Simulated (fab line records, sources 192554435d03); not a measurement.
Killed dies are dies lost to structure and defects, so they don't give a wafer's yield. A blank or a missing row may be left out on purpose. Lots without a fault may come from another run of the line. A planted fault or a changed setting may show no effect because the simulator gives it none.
Split-lot experiment | flow n5_finfet | 7 lots, 21 wafers read, on a route of 1938 steps

THE SPLIT
At N5_BEOL_M2_COAT_22 (resist thk 30 nm), the setting spin_rpm was moved away from the recipe's 1500 rpm on 4 of the 21 wafers read, by -8.7% to -2.9%. The other wafers ran this setting at the recipe's value.

FROM THE SPLIT TO THE READING: what the file shows between them, 4 steps
- N5_BEOL_M2_EBR_24
- N5_BEOL_M2_SOFTBAKE_23: time 60 s
- N5_BEOL_M2_DESCUM_33: chemistry O2, time 7 s
- N5_BEOL_M2_ETCH_77: etches underlayer in N2/H2, target depth 6.5 nm, time 5.2 s

THE READING
CAR-EUV_of_BEOL_M2_COAT_22.thk_nm (the simulator's own value, which no gauge read), in nm, at N5_BEOL_M2_ETCH_69 (etches SiARC in CF4, target depth 15.6 nm, time 26 s). The file gives no usual value for it. The 17 wafers here that ran the recipe average 11.1 nm, standard deviation 0.091 nm.

wafer  | tool, chamber at the split | spin_rpm as run, rpm | against the recipe | CAR-EUV_of_BEOL_M2_COAT_22.thk_nm, nm | against lot-mates on the recipe
L079.1 | litho_track-01, 0          | 1457                 | -2.9%              | 11.6                                  | +0.4
L079.4 | litho_track-01, 0          | 1500                 | recipe             | 11.2                                  | -
L079.6 | litho_track-01, 0          | 1500                 | recipe             | 11.2                                  | -
L084.2 | litho_track-02, 0          | 1500                 | recipe             | 11.2                                  | -
L084.3 | litho_track-02, 0          | 1500                 | recipe             | 11.2                                  | -
L084.4 | litho_track-02, 0          | 1500                 | recipe             | 11.2                                  | -
L086.1 | litho_track-04, 0          | 1500                 | recipe             | 11.2                                  | -
L086.3 | litho_track-04, 0          | 1500                 | recipe             | 11.2                                  | -
L086.4 | litho_track-04, 0          | 1369                 | -8.7%              | 12.4                                  | +1.2
L088.2 | litho_track-02, 0          | 1428                 | -4.8%              | 11.8                                  | +0.8
L088.4 | litho_track-02, 0          | 1428                 | -4.8%              | 12                                    | +1.0
L088.6 | litho_track-02, 0          | 1500                 | recipe             | 11                                    | -
L096.3 | litho_track-04, 0          | 1500                 | recipe             | 11                                    | -
L096.5 | litho_track-04, 0          | 1500                 | recipe             | 11                                    | -
L096.6 | litho_track-04, 0          | 1500                 | recipe             | 11                                    | -
L095.1 | litho_track-01, 0          | 1500                 | recipe             | 11.2                                  | -
L095.3 | litho_track-01, 0          | 1500                 | recipe             | 11.2                                  | -
L095.6 | litho_track-01, 0          | 1500                 | recipe             | 11.2                                  | -
L097.2 | litho_track-01, 0          | 1500                 | recipe             | 11                                    | -
L097.5 | litho_track-01, 0          | 1500                 | recipe             | 11.2                                  | -
L097.6 | litho_track-01, 0          | 1500                 | recipe             | 11.2                                  | -

THE FIT
A straight line over all 21 wafers: CAR-EUV_of_BEOL_M2_COAT_22.thk_nm changes by -0.15 nm for each +1% of spin_rpm; r = -0.97; the points scatter about the line by 0.094 nm.
The same after taking each lot's own level away (the mean of its wafers on the recipe; 21 wafers): -0.154 nm for each +1%; r = -0.98; scatter 0.08 nm.
On that fit, the largest move of spin_rpm shifts the reading by 1.3 nm.
The lots' own levels span 11.00 to 11.20 nm, that is 2.2 times the standard deviation above.
So the lot-to-lot level changes the slope little: the two slopes agree.
Check: with one of the wafers moved furthest among these (-8.7%) left out of the fit, the line predicts +1.58 nm for it against its lot-mates. It came out at +1.2 nm against them.

OTHER SPLITS ON THESE WAFERS
These wafers also went through other splits before the reading. Each is held against what the fit with the lots' levels taken away leaves over:
other split on the same wafers | wafers away from the commonest value | r with CAR-EUV_of_BEOL_M2_COAT_22.thk_nm (lot level and that fit taken away)
N5_BEOL_M2_EXPOSE_08 dose_mj   | 7                                    | -0.03
N5_BEOL_M2_COAT_67 spin_rpm    | 7                                    | -0.27

THE WHOLE CHAIN: every reading that the file lists as answering this split, in the file's order
step                 | what it does                                                | reading                                                                            | change (the file's fit)               | r (the file's)
N5_BEOL_M2_COAT_22   | resist thk 30 nm                                            | CAR-EUV_of_BEOL_M2_COAT_22.thk_nm (the simulator's own value, which no gauge read) | -0.16 nm for each +1% of the setting  | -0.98
N5_BEOL_M2_DESCUM_33 | chemistry O2, time 7 s                                      | CAR-EUV_of_BEOL_M2_COAT_22.thk_nm (the simulator's own value, which no gauge read) | -0.17 nm for each +1% of the setting  | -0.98
N5_BEOL_M2_ETCH_77   | etches underlayer in N2/H2, target depth 6.5 nm, time 5.2 s | CAR-EUV_of_BEOL_M2_COAT_22.thk_nm (the simulator's own value, which no gauge read) | -0.144 nm for each +1% of the setting | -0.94
N5_BEOL_M2_ETCH_69   | etches SiARC in CF4, target depth 15.6 nm, time 26 s        | CAR-EUV_of_BEOL_M2_COAT_22.thk_nm (the simulator's own value, which no gauge read) | -0.148 nm for each +1% of the setting | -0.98

THE FILE'S OWN FIT
CAR-EUV_of_BEOL_M2_COAT_22.thk_nm changes by -0.148 nm for each +1% of spin_rpm, r = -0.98.
